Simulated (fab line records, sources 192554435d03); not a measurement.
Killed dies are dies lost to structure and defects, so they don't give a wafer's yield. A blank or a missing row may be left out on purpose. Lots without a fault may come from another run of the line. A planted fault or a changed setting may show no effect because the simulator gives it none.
A struck lot beside a sound one | flow n5_finfet | 17 steps out of a route of 1938
Sound: wafers L437.1, L437.4, L437.5. Struck: wafer L456.6. (L456.1, L456.3 of the same lot were not struck and are left out.) The cause comes at the end.
At each step with rows: each side's tool, then ch and its chambers, then its first start. Under that, the readings that differ: sound wafers | struck wafers | difference of the means | sigmas: that difference in standard deviations of wafers without a fault.
alike: readings whose means differ by less than 2 such deviations, and words and numbers that are the same on both sides. not compared: withheld readings, readings that some wafer has no value for, bounds like >300 that may hide the same value, and numbers for which the record gives no deviation and whose values overlap.
The two part at a step that has a row with sigmas, a row that says differs or no value, or rows on one side only. Numbers that don't overlap but have no deviation are shown without sigmas and don't part them. A reading that every wafer of one side lacks parts them only if that side has two wafers or more.

N5_FIN_CUT_OVL_MEAS_09:
  sound on overlay-02 ch 0, day 2 15:39; struck on overlay-01 ch 0, day 7 09:07
  alike: FIN_CUT_OVL
N5_FIN_CUT_INSPECT_10: inspects for defects (brightfield).
  sound on defect_inspect-02, day 2 15:43; struck on defect_inspect-02, day 7 09:10
  alike: raw_defect_count
then, 1 step without rows for these wafers: N5_FIN_CUT_DESCUM_13 (chemistry O2, time 7 s).
N5_FIN_CUT_ETCH_30: etches underlayer in N2/H2, target depth 13 nm, time 10.4 s.
  sound on rie_diel-02 ch 0,2, day 2 15:47; struck on rie_diel-02 ch 3, day 7 09:52
  reading               | sound             | struck | difference | sigmas
  etch_rf_on_time_s (s) | 10.67 10.36 10.56 | 9.98   | -0.55      | -2
  oes_product_au (a.u.) | 0.60 0.62 0.60    | 0.80   | +0.19      | +2
  rf_fwd_power_W (W)    | 821.2 820.0 821.1 | 814.3  | -6.5       | -2
  rf_vpp_V (V)          | 524.6 524.4 524.5 | 529.6  | +5.1       | +2
  alike: drypump_motor_current_A, showerhead_plenum_p_Torr, throttle_valve_pct
  not compared: rf_hours_counter_h
N5_FIN_CUT_ETCH_20: etches SiARC in CF4, target depth 26 nm, time 43.3 s.
  sound on rie_diel-02 ch 0,2, day 2 15:48; struck on rie_diel-02 ch 3, day 7 09:53
  reading               | sound          | struck | difference | sigmas
  oes_product_au (a.u.) | 0.60 0.63 0.60 | 0.80   | +0.19      | +2
  alike: drypump_motor_current_A, etch_rf_on_time_s, rf_fwd_power_W, rf_vpp_V, showerhead_plenum_p_Torr, throttle_valve_pct
  not compared: rf_hours_counter_h
N5_FIN_CUT_ETCH_21: etches SOC in N2/H2, target depth 219 nm, overetch 43.8 nm, time 523.5 s.
  sound on rie_diel-02 ch 0,2, day 2 15:50; struck on rie_diel-02 ch 3, day 7 09:55
  reading               | sound          | struck | difference | sigmas
  oes_product_au (a.u.) | 0.65 0.68 0.65 | 0.85   | +0.19      | +2
  alike: drypump_motor_current_A, rf_fwd_power_W, rf_vpp_V, showerhead_plenum_p_Torr, throttle_valve_pct
  not compared: rf_hours_counter_h
then, 3 steps without rows for these wafers: N5_FIN_CUT_STRIP_23 (strips in N2/H2); N5_FIN_CUT_STRIP_31 (strips in N2/H2); N5_FIN_CUT_STRIP_24 (strips in CF4).
N5_FIN_CUT_CUT_ETCH_26: etches SiNx in CH3F/O2, target depth 39 nm, time 55.7 s.
  sound on rie_diel-02 ch 0,2, day 2 16:11; struck on rie_diel-02 ch 3, day 7 10:16
  reading               | sound          | struck | difference | sigmas
  oes_product_au (a.u.) | 0.70 0.73 0.71 | 0.94   | +0.23      | +3
  alike: drypump_motor_current_A, rf_fwd_power_W, rf_vpp_V, showerhead_plenum_p_Torr, throttle_valve_pct
  not compared: rf_hours_counter_h
N5_FIN_CUT_CUT_ETCH_27: etches SiO2 in CHF3/O2, target depth 4 nm, overetch 2 nm, time 4.9 s.
  sound on rie_diel-02 ch 0,2, day 2 16:14; struck on rie_diel-02 ch 3, day 7 10:18
  reading               | sound          | struck | difference | sigmas
  oes_product_au (a.u.) | 0.56 0.58 0.55 | 0.73   | +0.17      | +2
  alike: drypump_motor_current_A, rf_fwd_power_W, rf_vpp_V, showerhead_plenum_p_Torr, throttle_valve_pct
  not compared: rf_hours_counter_h
then, 1 step without rows for these wafers: N5_FIN_CUT_PRECLEAN_35 (cleans in vHF, time 13.3 s).
N5_FIN_CUT_CUT_ETCH_15: etches Si in HBr/Cl2/O2, target depth 100 nm, bt time 10 s, time 42.4 s.
  sound on rie_si-02 ch 0,3, day 2 16:23; struck on rie_si-02 ch 3, day 7 10:27
  reading                                  | sound             | struck | difference | sigmas
  oes_product_au (a.u.)                    | 1.013 1.005 0.998 | 0.955  | -0.050     | -3
  model.FIN_CUT.feature_depth_nm (nm)      | 100.2 99.2 99.4   | 55.6   | -44.0      |
  model.etch.depth_nm (nm)                 | 100.2 99.16 99.43 | 55.65  | -43.95     |
  model.SOC_of_FIN_CUT_COAT_18.thk_nm (nm) | 170 170.4 170     | 186.2  | +16.1      |
  alike: drypump_motor_current_A, mfc_cl2_sccm, throttle_valve_pct
  not compared: rf_fwd_power_W, rf_hours_counter_h
N5_FIN_CUT_CUT_ETCH_28: etches Si in HBr/Cl2/O2, target depth 6 nm, time 2.4 s.
  sound on rie_si-02 ch 0,3, day 2 16:26; struck on rie_si-02 ch 3, day 7 10:31
  reading                                  | sound             | struck | difference | sigmas
  model.SOC_of_FIN_CUT_COAT_18.thk_nm (nm) | 168.2 168.6 168.2 | 184.6  | +16.3      |
  alike: drypump_motor_current_A, mfc_cl2_sccm, oes_product_au, throttle_valve_pct
  not compared: rf_fwd_power_W, rf_hours_counter_h
then, 1 step without rows for these wafers: N5_FIN_CUT_STRIP_22 (strips in N2/H2).
-- the record jumps here: 6 days lie between the struck wafers' starts before and after (it left off in module FIN_CUT and takes up again in module BEOL_M4, whose first step shown is number 1111 of the route) --
N5_BEOL_M4_RC_MEAS_101:
  sound on prober-01 ch 0, day 9 00:17; struck on prober-02 ch 0, day 13 03:35
  alike: DIBL_N, DIBL_P, IOFF_N, IOFF_P, ION_N, ION_P, SS_N, SS_P, VT_N, VT_P
-- the record jumps here: 5 days lie between the struck wafers' starts before and after (it left off in module BEOL_M4 and takes up again in module PASSIVATION, whose first step shown is number 1936 of the route) --
N5_PASSIVATION_PROBE_49:
  sound on prober-01, day 13 06:07; struck on prober-01, day 17 20:20
  reading                  | sound          | struck | difference | sigmas
  defect_limited_yield (%) | 92.8 91.9 92.7 | 88.3   | -4.2       | -3
  killed_at_contacts       | 14 9 10        | 39     | +28        | +4
  killed_dies              | 85 95 86       | 138    | +49        | +3
  killed_open              | 66 65 58       | 99     | +36        | +3
  sort_bin_6_memory (%)    | 2.5 2.4 2.5    | 5.1    | +2.6       | +4
  sort_n_pass              | 1095 1085 1094 | 1042   | -49        | -3
  sort_yield_pct (%)       | 92.8 91.9 92.7 | 88.3   | -4.2       | -3
  alike: killed_at_M0_to_M3, killed_at_M4_up, killed_at_front_end, killed_at_other, killed_on_rim, killed_short, sort_bin_5_function

WHERE THEY PART
First at N5_FIN_CUT_ETCH_30; last, within this record, at N5_PASSIVATION_PROBE_49.

WHY: what the simulator had put in
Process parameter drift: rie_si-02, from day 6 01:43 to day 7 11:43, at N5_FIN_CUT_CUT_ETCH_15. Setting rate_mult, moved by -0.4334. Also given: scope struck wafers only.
